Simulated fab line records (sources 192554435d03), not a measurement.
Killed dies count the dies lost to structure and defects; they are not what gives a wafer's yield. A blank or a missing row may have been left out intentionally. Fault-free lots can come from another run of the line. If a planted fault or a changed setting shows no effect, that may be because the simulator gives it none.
fab line records	flow n5_finfet	part 1 of 2: steps 1 to 15 of 27
record lots=5	wafers=15	last_day=15
route steps=1938 shown BEOL_M9@1433
lots with no fault: from the same line, run without faults
start_h: hours from the record's opening day to when the first of the lot's shown wafers began	wait_h: how many hours have passed since the lot's step before this one	" the same as in the row above	L1.1+2: several wafers, shown together as one row	- no value present, or no start provided	* or withheld: withheld	< > ~ a bound
route shown NAME@n: a module of which the file shows steps, and the number in the route of the first	usual: mean and standard deviation over wafers with no fault	same: alike in all rows	chamber/n: place in a boat	sites: each site's reading	_std_site: standard deviation of those values	_edge_site: outer sites' mean less inner sites'	radius_mm: for every site, how far away it sits from the centre of the wafer	mask NAME#n: copy n	behind: the last tool/chamber to shape the wafer	hold: the reason the lot was held/the length of the hold in hours/how it ended	device: the n, p or np transistor that did not switch	end of line: tests run on the same wafers once the route is complete	a step with no rows: only its recipe	killed: not the wafer's yield, but the dies lost to structure and defects at the first sort	map: a wafer's dies, x killed, . not, _ none there
set.NAME: the setting that was run; set.NAME@STEP: the one run at that earlier step	model.NAME: the simulator's own value behind a step, which no gauge read
certain route steps with their lots: each step a table, each wafer a row
services: when a tool's chamber went out of use (start_h, in hours from the record's first day, below 0 if earlier), for how many hours, and the reason
## steps
# step N5_BEOL_M9_DEVELOP_27
# recipe develop_time_s=30	developer=TMAH	resist=CAR-EUV	rinse_liquid=surfactant_rinse	dry=air_spin	dev_temp_c=23
# same develop_time_s=30
lot.wafer	tool	chamber	start_h	wait_h
L077.1+3+4	litho_track-01	0	-	-
L080.1+4+5	litho_track-01	0	-	-
L082.3+4+6	litho_track-03	0	-	-
L085.1+4+6	litho_track-04	0	-	-
L086.2+3+4	litho_track-03	0	-	-
# step N5_BEOL_M9_CD_MEAS_28
# recipe target_cd_nm=70	landing_energy_ev=500	detector=se_inlens	polarity=opening
# usual cd_nm=69.94/0.28
lot.wafer	tool	chamber	start_h	wait_h	cd_nm
L077.1	cd_sem-01	0	227.84	-	69.67
L077.3	"	0	"	"	69.60
L077.4	"	0	"	"	69.63
L080.1	cd_sem-01	0	265.94	-	69.86
L080.4	"	0	"	"	70.14
L080.5	"	0	"	"	69.92
L082.3	cd_sem-02	0	267.79	-	69.45
L082.4	"	0	"	"	69.84
L082.6	"	0	"	"	69.71
L085.1	cd_sem-01	0	284.92	-	69.90
L085.4	"	0	"	"	69.47
L085.6	"	0	"	"	69.47
L086.2	cd_sem-02	0	295.93	-	70.04
L086.3	"	0	"	"	69.95
L086.4	"	0	"	"	70.32
# step N5_BEOL_M9_OVL_MEAS_29
# recipe points_per_wafer=522
# usual V8_OVL=-0.8/0.61
lot.wafer	tool	chamber	start_h	wait_h	V8_OVL[nm]
L077.1	overlay-01	0	227.87	0.0	-0.3
L077.3	"	0	"	"	-0.3
L077.4	"	0	"	"	-0.6
L080.1	overlay-02	0	265.97	0.0	-0.2
L080.4	"	0	"	"	-0.8
L080.5	"	0	"	"	0.0
L082.3	overlay-02	0	267.82	0.0	-0.4
L082.4	"	0	"	"	0.4
L082.6	"	0	"	"	-0.8
L085.1	overlay-01	0	284.95	0.0	-0.4
L085.4	"	0	"	"	-1.3
L085.6	"	0	"	"	-0.7
L086.2	overlay-02	0	295.97	0.0	-1.4
L086.3	"	0	"	"	-0.1
L086.4	"	0	"	"	-1.4
# step N5_BEOL_M9_INSPECT_30
# recipe mode=adi	inspect_instrument=brightfield
# usual raw_defect_count=384/87
lot.wafer	tool	chamber	start_h	wait_h	raw_defect_count
L077.1	defect_inspect-02	-	227.93	0.1	289
L077.3	"	-	"	"	379
L077.4	"	-	"	"	409
L080.1	defect_inspect-01	-	266.03	0.1	307
L080.4	"	-	"	"	322
L080.5	"	-	"	"	479
L082.3	defect_inspect-01	-	267.87	0.0	458
L082.4	"	-	"	"	435
L082.6	"	-	"	"	396
L085.1	defect_inspect-01	-	285.01	0.1	428
L085.4	"	-	"	"	356
L085.6	"	-	"	"	459
L086.2	defect_inspect-02	-	296.03	0.1	378
L086.3	"	-	"	"	297
L086.4	"	-	"	"	323
# step N5_BEOL_M9_DESCUM_33
# recipe chemistry=O2	time_s=7	source_power_w=50	bias_power_w=20	pressure_mtorr=20	rf_frequency_hz=2.712e+07	temp_c=40	resist=CAR-EUV	o2_flow_sccm=225
# usual drypump_motor_current_A=5.6/0.45	oes_product_au=0.76/0.092	rf_vpp_V=243.2/1.2	showerhead_plenum_p_Torr=2.10/0.055	throttle_valve_pct=20.54/0.24
lot.wafer	tool	chamber	start_h	wait_h	drypump_motor_current_A	oes_product_au	rf_hours_counter_h	rf_vpp_V	showerhead_plenum_p_Torr	throttle_valve_pct
L077.1	rie_diel-05	1	227.96	0.0	5.5	0.71	203	241.3	2.08	20.59
L077.3	"	0	"	"	5.8	0.72	202	244.9	2.19	20.74
L077.4	"	3	"	"	5.8	0.73	176	243.8	2.08	20.50
L080.1	rie_diel-03	3	266.20	0.2	5.6	0.75	185	244.6	2.18	20.84
L080.4	"	1	"	"	5.1	0.74	175	243.2	2.11	20.70
L080.5	"	1	"	"	5.1	0.75	-	242.5	2.11	20.67
L082.3	rie_diel-03	1	267.91	0.0	5.1	0.74	176	241.9	2.11	20.67
L082.4	"	3	"	"	5.6	0.74	185	242.5	2.18	20.82
L082.6	"	2	"	"	5.1	0.93	-	244.3	2.14	20.08
L085.1	rie_diel-04	1	285.04	0.0	5.6	0.75	143	243.9	2.10	20.82
L085.4	"	2	"	"	6.5	0.96	-	245.2	2.23	20.00
L085.6	"	1	"	"	5.5	0.76	-	241.2	2.10	20.80
L086.2	rie_diel-05	3	296.06	0.0	5.8	0.71	198	242.4	2.07	20.57
L086.3	"	2	"	"	5.3	0.70	212	244.0	2.08	20.46
L086.4	"	0	"	"	5.8	0.69	225	245.4	2.18	20.76
# step N5_BEOL_M9_ETCH_76
# recipe chemistry=N2/H2	target=underlayer	target_depth_a=65	mask_material=CAR-EUV	time_s=5.2	ion_energy_ev=200	pressure_mtorr=30	source_w=840	bias_w=150	n2_flow_sccm=200	h2_flow_sccm=200	ends=cleared
# usual drypump_motor_current_A=5.6/0.45	etch_rf_on_time_s=5.24/0.16	n2_flow_sccm=200.1/0.6	oes_product_au=0.65/0.079	rf_vpp_V=523.9/2.3	showerhead_plenum_p_Torr=2.54/0.066	throttle_valve_pct=17.93/0.24
lot.wafer	tool	chamber	start_h	wait_h	drypump_motor_current_A	etch_rf_on_time_s	n2_flow_sccm	oes_product_au	rf_hours_counter_h	rf_vpp_V	showerhead_plenum_p_Torr	throttle_valve_pct
L077.1	rie_diel-05	1	228.00	0.0	5.6	5.60	199.7	0.58	203	524.5	2.54	18.03
L077.3	"	0	"	"	5.8	5.17	200.5	0.61	202	525.5	2.62	17.92
L077.4	"	3	"	"	5.8	5.21	201.5	0.63	176	524.3	2.54	18.14
L080.1	rie_diel-03	3	266.24	0.0	5.6	4.99	200.0	0.64	185	526.7	2.63	18.14
L080.4	"	1	"	"	5.1	5.21	199.2	0.63	175	522.5	2.51	17.87
L080.5	"	1	"	"	5.1	5.20	198.8	0.63	-	522.1	2.51	17.87
L082.3	rie_diel-03	1	267.94	0.0	5.1	5.25	199.8	0.62	176	521.5	2.51	17.84
L082.4	"	3	"	"	5.6	5.01	200.7	0.63	185	524.9	2.63	18.12
L082.6	"	2	"	"	5.1	5.17	200.8	0.80	-	525.4	2.59	17.40
L085.1	rie_diel-04	1	285.08	0.0	5.5	5.31	199.8	0.65	143	521.8	2.54	18.13
L085.4	"	2	"	"	6.6	5.12	200.1	0.84	-	530.3	2.72	17.57
L085.6	"	1	"	"	5.5	5.36	200.1	0.63	-	521.4	2.54	18.16
L086.2	rie_diel-05	3	296.10	0.0	5.9	5.21	199.3	0.62	198	524.5	2.53	18.18
L086.3	"	2	"	"	5.3	5.42	200.2	0.60	212	523.5	2.51	17.79
L086.4	"	0	"	"	5.8	5.23	199.4	0.60	225	527.2	2.61	17.98
# step N5_BEOL_M9_ETCH_65
# recipe chemistry=CF4	target=SiARC	target_depth_a=156	mask_material=CAR-EUV	time_s=26	ion_energy_ev=80	pressure_mtorr=40	source_w=545	bias_w=36	Ar_flow_sccm=100	cf4_flow_sccm=100	ends=cleared
# usual drypump_motor_current_A=5.6/0.45	etch_rf_on_time_s=26.2/0.7	oes_product_au=0.65/0.078	rf_vpp_V=184.2/1	showerhead_plenum_p_Torr=2.15/0.053	throttle_valve_pct=15.68/0.24
lot.wafer	tool	chamber	start_h	wait_h	drypump_motor_current_A	etch_rf_on_time_s	oes_product_au	rf_hours_counter_h	rf_vpp_V	showerhead_plenum_p_Torr	throttle_valve_pct
L077.1	rie_diel-05	1	228.01	0.0	5.6	27.5	0.58	203	183.7	2.12	15.75
L077.3	"	0	"	"	5.8	26.0	0.61	202	185.5	2.21	15.81
L077.4	"	3	"	"	5.8	26.4	0.63	176	185.0	2.12	15.72
L080.1	rie_diel-03	3	266.25	0.0	5.6	25.1	0.63	185	186.3	2.22	16.00
L080.4	"	1	"	"	5.1	26.3	0.62	175	183.5	2.14	15.72
L080.5	"	1	"	"	5.1	26.4	0.63	-	183.9	2.14	15.73
L082.3	rie_diel-03	1	267.96	0.0	5.1	26.3	0.63	176	184.4	2.14	15.74
L082.4	"	3	"	"	5.6	25.4	0.63	185	184.8	2.22	16.00
L082.6	"	2	"	"	5.1	25.8	0.79	-	184.0	2.19	15.23
L085.1	rie_diel-04	1	285.09	0.0	5.5	26.4	0.64	143	184.1	2.14	15.96
L085.4	"	2	"	"	6.5	25.5	0.84	-	185.7	2.28	15.15
L085.6	"	1	"	"	5.5	26.2	0.65	-	184.4	2.14	15.95
L086.2	rie_diel-05	3	296.12	0.0	5.8	26.2	0.62	198	183.6	2.12	15.78
L086.3	"	2	"	"	5.2	26.6	0.60	212	184.3	2.12	15.58
L086.4	"	0	"	"	5.8	26.2	0.60	225	184.7	2.20	15.84
# step N5_BEOL_M9_ETCH_66
# recipe chemistry=N2/H2	target=SOC	target_depth_a=800	overetch_a=160	mask_material=SiARC	temp_c=40	time_s=120	ion_energy_ev=200	pressure_mtorr=30	source_w=840	bias_w=150	n2_flow_sccm=200	h2_flow_sccm=200
# usual drypump_motor_current_A=5.6/0.45	n2_flow_sccm=200.0/0.64	oes_product_au=0.58/0.066	rf_vpp_V=524.0/1.9	showerhead_plenum_p_Torr=2.54/0.066	throttle_valve_pct=17.89/0.24
lot.wafer	tool	chamber	start_h	wait_h	drypump_motor_current_A	n2_flow_sccm	oes_product_au	rf_hours_counter_h	rf_vpp_V	showerhead_plenum_p_Torr	throttle_valve_pct
L077.1	rie_diel-05	1	228.04	0.0	5.6	199.8	0.54	203	524.0	2.54	18.02
L077.3	"	0	"	"	5.8	199.9	0.55	202	527.1	2.62	17.89
L077.4	"	3	"	"	5.8	200.7	0.57	176	523.0	2.54	18.12
L080.1	rie_diel-03	3	266.28	0.0	5.6	200.7	0.56	185	526.3	2.63	18.07
L080.4	"	1	"	"	5.1	200.6	0.57	175	524.4	2.51	17.81
L080.5	"	1	"	"	5.1	200.7	0.57	-	522.3	2.51	17.81
L082.3	rie_diel-03	1	267.98	0.0	5.1	201.0	0.57	176	523.6	2.51	17.83
L082.4	"	3	"	"	5.6	199.4	0.56	185	526.6	2.63	18.08
L082.6	"	2	"	"	5.1	199.6	0.70	-	526.0	2.59	17.34
L085.1	rie_diel-04	1	285.12	0.0	5.5	200.0	0.58	143	524.0	2.54	18.12
L085.4	"	2	"	"	6.5	200.5	0.74	-	528.8	2.72	17.54
L085.6	"	1	"	"	5.5	199.6	0.58	-	524.9	2.54	18.13
L086.2	rie_diel-05	3	296.14	0.0	5.8	199.3	0.56	198	523.2	2.53	18.15
L086.3	"	2	"	"	5.3	200.4	0.54	212	523.1	2.51	17.74
L086.4	"	0	"	"	5.8	200.4	0.54	225	524.3	2.61	17.91
# step N5_BEOL_M9_STRIP_69
# recipe chemistry=N2/H2	temp_c=40	n2_flow_sccm=200	h2_flow_sccm=200	rf_frequency_hz=6e+07
lot.wafer	tool	chamber	start_h	wait_h
L077.1+3+4	rie_diel-05	1,0,3	228.12	0.0
L080.1+4+5	rie_diel-03	3,1,1	266.36	0.0
L082.3+4+6	rie_diel-03	1,3,2	268.07	0.0
L085.1+4+6	rie_diel-04	1,2,1	285.20	0.0
L086.2+3+4	rie_diel-05	3,2,0	296.22	0.0
# step N5_BEOL_M9_STRIP_77
# recipe chemistry=N2/H2	temp_c=40	n2_flow_sccm=200	h2_flow_sccm=200	rf_frequency_hz=6e+07
lot.wafer	tool	chamber	start_h	wait_h
L077.1+3+4	rie_diel-05	1,0,3	228.13	0.0
L080.1+4+5	rie_diel-03	3,1,1	266.37	0.0
L082.3+4+6	rie_diel-03	1,3,2	268.08	0.0
L085.1+4+6	rie_diel-04	1,2,1	285.21	0.0
L086.2+3+4	rie_diel-05	3,2,0	296.23	0.0
# step N5_BEOL_M9_VIA_ETCH_34
# recipe chemistry=C4F6/O2	target=SiCOH_lowk	target_depth_a=1824	mask_material=SOC	taper_deg=4	time_s=68.4	ion_energy_ev=250	pressure_mtorr=30	source_w=345	bias_w=185	Ar_flow_sccm=300	C4F6_flow_sccm=10	O2_flow_sccm=10
# usual drypump_motor_current_A=5.6/0.45	oes_ar_750_au=0.76/0.086	oes_product_au=0.76/0.092	rf_vpp_V=665/14	showerhead_plenum_p_Torr=2.85/0.072	throttle_valve_pct=20.96/0.19
lot.wafer	tool	chamber	start_h	wait_h	drypump_motor_current_A	oes_ar_750_au	oes_product_au	rf_hours_counter_h	rf_vpp_V	showerhead_plenum_p_Torr	throttle_valve_pct
L077.1	rie_diel-05	1	228.14	0.0	5.6	0.69	0.68	203	658	2.81	20.91
L077.3	"	0	"	"	5.8	0.71	0.72	202	673	2.93	20.98
L077.4	"	3	"	"	5.8	0.74	0.73	176	677	2.82	20.93
L080.1	rie_diel-03	3	266.38	0.0	5.6	0.73	0.75	185	690	2.95	21.29
L080.4	"	1	"	"	5.1	0.73	0.75	176	677	2.83	20.97
L080.5	"	1	"	"	5.1	0.74	0.74	-	677	2.83	20.97
L082.3	rie_diel-03	1	268.09	0.0	5.1	0.73	0.74	176	679	2.83	20.96
L082.4	"	3	"	"	5.6	0.73	0.74	185	689	2.95	21.29
L082.6	"	2	"	"	5.1	0.91	0.94	-	668	2.91	20.60
L085.1	rie_diel-04	1	285.22	0.0	5.6	0.76	0.74	143	647	2.84	21.20
L085.4	"	2	"	"	6.6	0.96	0.98	-	682	3.04	20.56
L085.6	"	1	"	"	5.6	0.75	0.75	-	645	2.84	21.22
L086.2	rie_diel-05	3	296.24	0.0	5.9	0.72	0.73	198	677	2.81	20.97
L086.3	"	2	"	"	5.2	0.71	0.70	212	646	2.82	20.85
L086.4	"	0	"	"	5.8	0.70	0.70	225	673	2.92	21.04
# step N5_BEOL_M9_STRIP_73
# recipe chemistry=C4F6/O2	resist=SiARC	rf_frequency_hz=6e+07
lot.wafer	tool	chamber	start_h	wait_h
L077.1+3+4	rie_diel-05	1,0,3	228.19	0.0
L080.1+4+5	rie_diel-03	3,1,1	266.43	0.0
L082.3+4+6	rie_diel-03	1,3,2	268.14	0.0
L085.1+4+6	rie_diel-04	1,2,1	285.27	0.0
L086.2+3+4	rie_diel-05	3,2,0	296.30	0.0
# step N5_BEOL_M9_STRIP_36
# recipe chemistry=N2/H2	power_w=450	temp_c=40	pressure_mtorr=20	rf_frequency_hz=6e+07	overash_fraction=0.3	bias_power_w=7	h2_frac=0.5	n2_flow_sccm=200	h2_flow_sccm=200
# usual drypump_motor_current_A=5.6/0.45	n2_flow_sccm=200.1/0.55	oes_product_au=0.76/0.092	rf_vpp_V=59.2/1.5	showerhead_plenum_p_Torr=2.54/0.066	throttle_valve_pct=23.74/0.26
lot.wafer	tool	chamber	start_h	wait_h	drypump_motor_current_A	n2_flow_sccm	oes_product_au	rf_hours_counter_h	rf_vpp_V	showerhead_plenum_p_Torr	throttle_valve_pct
L077.1	rie_diel-05	1	228.20	0.0	5.5	200.2	0.70	203	58.9	2.53	23.78
L077.3	"	0	"	"	5.8	199.4	0.72	202	60.1	2.61	23.57
L077.4	"	3	"	"	5.8	199.9	0.73	176	56.4	2.54	24.06
L080.1	rie_diel-03	3	266.44	0.0	5.6	200.1	0.75	185	61.1	2.62	23.70
L080.4	"	1	"	"	5.1	200.5	0.75	176	60.7	2.51	23.69
L080.5	"	1	"	"	5.1	199.4	0.75	-	58.5	2.51	23.69
L082.3	rie_diel-03	1	268.15	0.0	5.1	199.4	0.75	176	59.8	2.51	23.67
L082.4	"	3	"	"	5.6	200.8	0.73	185	57.5	2.63	23.71
L082.6	"	2	"	"	5.1	200.8	0.93	-	61.4	2.58	23.21
L085.1	rie_diel-04	1	285.28	0.0	5.5	199.8	0.76	143	59.2	2.53	23.95
L085.4	"	2	"	"	6.6	199.7	0.99	-	59.9	2.72	23.60
L085.6	"	1	"	"	5.6	199.4	0.75	-	57.7	2.53	23.92
L086.2	rie_diel-05	3	296.31	0.0	5.9	199.4	0.71	198	58.0	2.53	24.06
L086.3	"	2	"	"	5.2	200.3	0.70	212	59.3	2.51	23.49
L086.4	"	0	"	"	5.8	200.7	0.70	225	62.0	2.60	23.56
# step N5_BEOL_M9_TRENCH_ETCH_37
# recipe chemistry=C4F6/O2	target_depth_a=1514.3	target=SiCOH_lowk	time_s=49	ion_energy_ev=250	pressure_mtorr=30	source_w=345	bias_w=185	Ar_flow_sccm=300	C4F6_flow_sccm=10	O2_flow_sccm=10
# usual drypump_motor_current_A=5.6/0.45	oes_ar_750_au=0.76/0.087	oes_product_au=0.76/0.093	rf_vpp_V=665/14	showerhead_plenum_p_Torr=2.85/0.072	throttle_valve_pct=20.98/0.19
lot.wafer	tool	chamber	start_h	wait_h	drypump_motor_current_A	oes_ar_750_au	oes_product_au	rf_hours_counter_h	rf_vpp_V	showerhead_plenum_p_Torr	throttle_valve_pct
L077.1	rie_diel-05	1	-	-	5.6	0.69	0.68	203	655	2.81	20.94
L077.3	"	0	"	"	5.8	0.72	0.71	202	675	2.93	21.02
L077.4	"	3	"	"	5.9	0.75	0.73	176	676	2.82	20.95
L080.1	rie_diel-03	3	-	-	5.6	0.73	0.74	185	689	2.95	21.33
L080.4	"	1	"	"	5.1	0.73	0.74	176	676	2.83	20.98
L080.5	"	1	"	"	5.1	0.73	0.74	-	679	2.83	20.98
L082.3	rie_diel-03	1	-	-	5.1	0.73	0.74	176	679	2.83	21.00
L082.4	"	3	"	"	5.6	0.73	0.75	185	690	2.95	21.31
L082.6	"	2	"	"	5.0	0.91	0.93	-	668	2.91	20.64
L085.1	rie_diel-04	1	-	-	5.5	0.76	0.75	143	648	2.84	21.23
L085.4	"	2	"	"	6.6	0.97	0.97	-	680	3.04	20.57
L085.6	"	1	"	"	5.5	0.76	0.75	-	647	2.84	21.23
L086.2	rie_diel-05	3	-	-	5.8	0.73	0.72	198	675	2.81	20.99
L086.3	"	2	"	"	5.2	0.70	0.70	212	647	2.82	20.89
L086.4	"	0	"	"	5.8	0.70	0.70	225	674	2.92	21.05
# step N5_BEOL_M9_ETCH_41
# recipe chemistry=CH3F/O2	target=SiCN	target_depth_a=366	taper_deg=2	time_s=70.1	ion_energy_ev=120	mask_material=TiN	pressure_mtorr=30	source_w=395	bias_w=75	Ar_flow_sccm=150	CH3F_flow_sccm=30	O2_flow_sccm=20
# usual drypump_motor_current_A=5.6/0.46	oes_product_au=0.76/0.092	rf_vpp_V=297.5/1.3	showerhead_plenum_p_Torr=2.00/0.054	throttle_valve_pct=16.38/0.22
lot.wafer	tool	chamber	start_h	wait_h	drypump_motor_current_A	oes_product_au	rf_hours_counter_h	rf_vpp_V	showerhead_plenum_p_Torr	throttle_valve_pct
L077.1	rie_diel-05	1	-	-	5.6	0.68	203	297.2	1.97	16.40
L077.3	"	0	"	"	5.8	0.71	202	298.2	2.06	16.48
L077.4	"	3	"	"	5.8	0.74	176	297.0	1.98	16.38
L080.1	rie_diel-03	3	-	-	5.6	0.75	185	299.7	2.07	16.71
L080.4	"	1	"	"	5.1	0.74	176	297.9	1.99	16.39
L080.5	"	1	"	"	5.1	0.74	-	295.8	1.99	16.40
L082.3	rie_diel-03	1	-	-	5.1	0.74	176	296.6	1.99	16.38
L082.4	"	3	"	"	5.6	0.75	185	299.3	2.07	16.70
L082.6	"	2	"	"	5.1	0.94	-	297.9	2.05	15.95
L085.1	rie_diel-04	1	-	-	5.5	0.75	144	296.7	2.00	16.65
L085.4	"	2	"	"	6.5	0.98	-	299.6	2.15	15.92
L085.6	"	1	"	"	5.5	0.74	-	296.6	2.00	16.63
L086.2	rie_diel-05	3	-	-	5.8	0.71	198	296.2	1.97	16.44
L086.3	"	2	"	"	5.2	0.70	212	295.9	1.99	16.35
L086.4	"	0	"	"	5.8	0.70	225	297.8	2.05	16.52
